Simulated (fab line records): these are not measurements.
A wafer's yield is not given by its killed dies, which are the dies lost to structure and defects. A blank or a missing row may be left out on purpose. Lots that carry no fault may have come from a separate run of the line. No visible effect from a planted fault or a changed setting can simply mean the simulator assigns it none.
Matching of chambers -- flow n5_finfet -- 4 sister chambers for N5_BEOL_M12_TRENCH_ETCH_34 on rie_diel-01
The step etches SiOC in C4F8/O2/Ar, target depth 318.95 nm, time 125.5 s. 20 wafers are shown with their chamber, then 10 later ones without.

## WAFERS WITH THEIR CHAMBER
wafer,chamber,drypump_motor_current_A (A),throttle_valve_pct (%),showerhead_plenum_p_Torr (Torr)
L077.1,1,4.8,23.94,3.34
L077.5,0,5.4,24.45,3.49
L077.6,3,5.8,24.06,3.46
L075.1,0,5.3,24.44,3.48
L075.2,1,4.8,23.94,3.34
L075.4,3,5.8,24.07,3.46
L078.1,3,5.8,24.07,3.45
L078.2,2,5.5,24.15,3.40
L078.3,1,4.8,23.93,3.34
L081.1,1,4.9,23.94,3.33
L081.2,0,5.3,24.47,3.48
L081.6,0,5.4,24.47,3.48
L084.1,0,5.4,24.49,3.48
L084.3,1,4.9,23.95,3.33
L084.6,1,4.9,23.92,3.33
L091.1,0,5.4,24.50,3.47
L091.5,3,5.8,24.11,3.44
L091.6,2,5.5,24.15,3.39
L093.1,2,5.5,24.18,3.38
L093.2,1,4.8,23.96,3.32

SIGNATURES (means of the wafers above)
reading,chamber 0,chamber 1,chamber 2,chamber 3,scatter within a chamber
drypump_motor_current_A,5.367,4.843,5.500,5.800,0.0436
throttle_valve_pct,24.4700,23.9400,24.1600,24.0775,0.0188
showerhead_plenum_p_Torr,3.4800,3.3329,3.3900,3.4525,0.00798
Rule: a wafer lies at a distance from a chamber equal to the root of the sum of squares, over the readings, of (its reading less the chamber's mean, divided by the reading's scatter). If the next closest chamber is less than 2 further off than the closest, the wafer can't be placed; otherwise it belongs to the closest. The scatter: take each reading less its chamber's mean, square it, sum over the shown wafers, divide by the number of wafers less the number of chambers, and take the root.

## WAFERS MISSING THEIR CHAMBER
wafer,drypump_motor_current_A (A),throttle_valve_pct (%),showerhead_plenum_p_Torr (Torr)
L093.4,5.8,24.11,3.44
L095.1,5.8,24.12,3.43
L095.2,5.5,24.20,3.38
L095.3,5.3,24.50,3.46
L095.4,4.9,23.98,3.32
L095.5,4.8,23.99,3.32
L095.6,5.5,24.19,3.38
L097.3,5.4,24.54,3.46
L097.4,5.8,24.12,3.43
L097.5,5.4,24.51,3.46

## CHAMBER TAKEN BY EACH
wafer,from the rows above,in truth
L093.4,3,3
L095.1,3,3
L095.2,2,2
L095.3,0,0
L095.4,1,1
L095.5,1,1
L095.6,2,2
L097.3,0,0
L097.4,3,3
L097.5,0,0
Correct placement for 10 of the 10. From these rows, 0 cannot be placed. Number placed wrongly: 0.
